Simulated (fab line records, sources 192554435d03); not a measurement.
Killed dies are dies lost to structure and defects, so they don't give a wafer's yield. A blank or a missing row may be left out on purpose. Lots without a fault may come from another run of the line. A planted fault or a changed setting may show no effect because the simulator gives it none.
Chamber matching | flow n5_finfet | N5_BEOL_M1_DESCUM_16 on rie_diel-04: 4 sister chambers
The step chemistry O2, time 7 s. 16 wafers are shown with their chamber, then 8 later ones without.

WAFERS WITH THEIR CHAMBER
wafer  | chamber | drypump_motor_current_A (A) | throttle_valve_pct (%) | showerhead_plenum_p_Torr (Torr)
L075.3 | 1       | 6.5                         | 20.20                  | 2.13
L075.4 | 3       | 5.3                         | 20.28                  | 2.17
L075.6 | 0       | 5.6                         | 21.03                  | 2.08
L078.2 | 3       | 5.3                         | 20.30                  | 2.17
L078.4 | 0       | 5.6                         | 21.03                  | 2.08
L078.5 | 0       | 5.5                         | 21.03                  | 2.08
L081.2 | 1       | 6.5                         | 20.22                  | 2.13
L081.4 | 2       | 6.1                         | 20.89                  | 2.16
L081.5 | 0       | 5.5                         | 21.04                  | 2.08
L083.2 | 2       | 6.1                         | 20.90                  | 2.16
L083.4 | 3       | 5.3                         | 20.28                  | 2.16
L083.5 | 2       | 6.1                         | 20.89                  | 2.16
L085.3 | 1       | 6.5                         | 20.25                  | 2.12
L085.5 | 1       | 6.5                         | 20.25                  | 2.12
L085.6 | 3       | 5.3                         | 20.31                  | 2.16
L088.2 | 1       | 6.5                         | 20.24                  | 2.12

SIGNATURES (means of the wafers above)
reading                  | chamber 0 | chamber 1 | chamber 2 | chamber 3 | scatter within a chamber
drypump_motor_current_A  | 5.550     | 6.500     | 6.100     | 5.300     | 0.0289
throttle_valve_pct       | 21.0325   | 20.2320   | 20.8933   | 20.2925   | 0.015
showerhead_plenum_p_Torr | 2.0800    | 2.1240    | 2.1600    | 2.1650    | 0.00428
Rule: a wafer's distance from a chamber is the root of the sum, over the readings, of the square of ((its reading less the chamber's mean) divided by the reading's scatter). The wafer belongs to the nearest chamber; if the next one is less than 2 further off, it can't be placed. The scatter: the root of (the sum of the squares of (reading less its chamber's mean) over the shown wafers, divided by (wafers less chambers)).

WAFERS WITHOUT THEIR CHAMBER
wafer  | drypump_motor_current_A (A) | throttle_valve_pct (%) | showerhead_plenum_p_Torr (Torr)
L088.3 | 5.3                         | 20.32                  | 2.16
L088.5 | 6.1                         | 20.92                  | 2.16
L097.1 | 5.3                         | 20.34                  | 2.16
L097.4 | 5.6                         | 20.68                  | 2.07
L097.5 | 6.5                         | 20.27                  | 2.12
L096.1 | 6.5                         | 20.26                  | 2.12
L096.2 | 5.6                         | 20.67                  | 2.07
L096.3 | 6.1                         | 20.92                  | 2.15

WHICH CHAMBER EACH WENT THROUGH
wafer  | from the rows above | in truth
L088.3 | 3                   | 3
L088.5 | 2                   | 2
L097.1 | 3                   | 3
L097.4 | 0                   | 0
L097.5 | 1                   | 1
L096.1 | 1                   | 1
L096.2 | 0                   | 0
L096.3 | 2                   | 2
Placed correctly: 8 of 8. Can't be placed from these rows: 0. Placed wrongly: 0.
